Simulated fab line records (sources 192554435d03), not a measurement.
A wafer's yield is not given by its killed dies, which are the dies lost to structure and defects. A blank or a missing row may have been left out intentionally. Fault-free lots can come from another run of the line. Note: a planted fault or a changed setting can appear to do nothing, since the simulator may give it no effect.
A single fault, viewed from 2 desks | flow n5_finfet | only its own numbers are on each desk; what lay behind them is given at the end

== METROLOGY DESK ==
Means of the sampled wafers that have a number, per lot and without regard to the tool the lot ran on: this is what the gauges read. A lot is out of limits, marked OUT, if its mean lies more than 4 standard deviations from the usual mean; the brackets give that distance.
Columns: A = M7_THK at N5_BEOL_M7_THK_MEAS_53, usual 80.4 nm; B = M7_RS at N5_BEOL_M7_RS_MEAS_57, usual 0.287 ohm/sq
lot  | first seen here | A    | B
L403 | day 11 15:31    | 78.4 | 0.293
L404 | day 12 03:19    | 78.8 | 0.292
L407 | day 13 01:35    | 82.5 | 0.280
L405 | day 13 05:41    | 79.1 | 0.292
L414 | day 14 22:01    | 79.5 | 0.293
L413 | day 14 23:08    | 78.9 | 0.292
This desk's finding: nothing out of limits on any of the 6 lots.

== DESK OF THE TOOL OWNER: pecvd-03 ==
The tool's own readings at N5_BEOL_M7_DEP_56 (deposits SiCN from 3MS/NH3, target thk 10 nm, time 17.5 s): means of the sampled wafers that have a number, for each lot that ran on this tool. A lot is out of limits, marked OUT, if its mean lies more than 4 standard deviations from the usual mean; the brackets give that distance.
Columns: A = showerhead_plenum_p_Torr at N5_BEOL_M7_DEP_56, usual 3.662 Torr; B = throttle_valve_pct at N5_BEOL_M7_DEP_56, usual 8.9 %
lot  | first seen here | A     | B
L403 | day 11 15:35    | 3.671 | 9.4
L404 | day 12 03:22    | 3.672 | 9.1
L407 | day 13 01:38    | 3.665 | 9.1
L405 | day 13 05:44    | 3.666 | 9.1
This desk's finding: nothing out of limits on any of the 4 lots.

== TAKEN TOGETHER ==
From the metrology desk's view, nothing was out of limits.
The tool owner's desk saw nothing out of limits.

== WHAT THE SIMULATOR HAD INSERTED ==
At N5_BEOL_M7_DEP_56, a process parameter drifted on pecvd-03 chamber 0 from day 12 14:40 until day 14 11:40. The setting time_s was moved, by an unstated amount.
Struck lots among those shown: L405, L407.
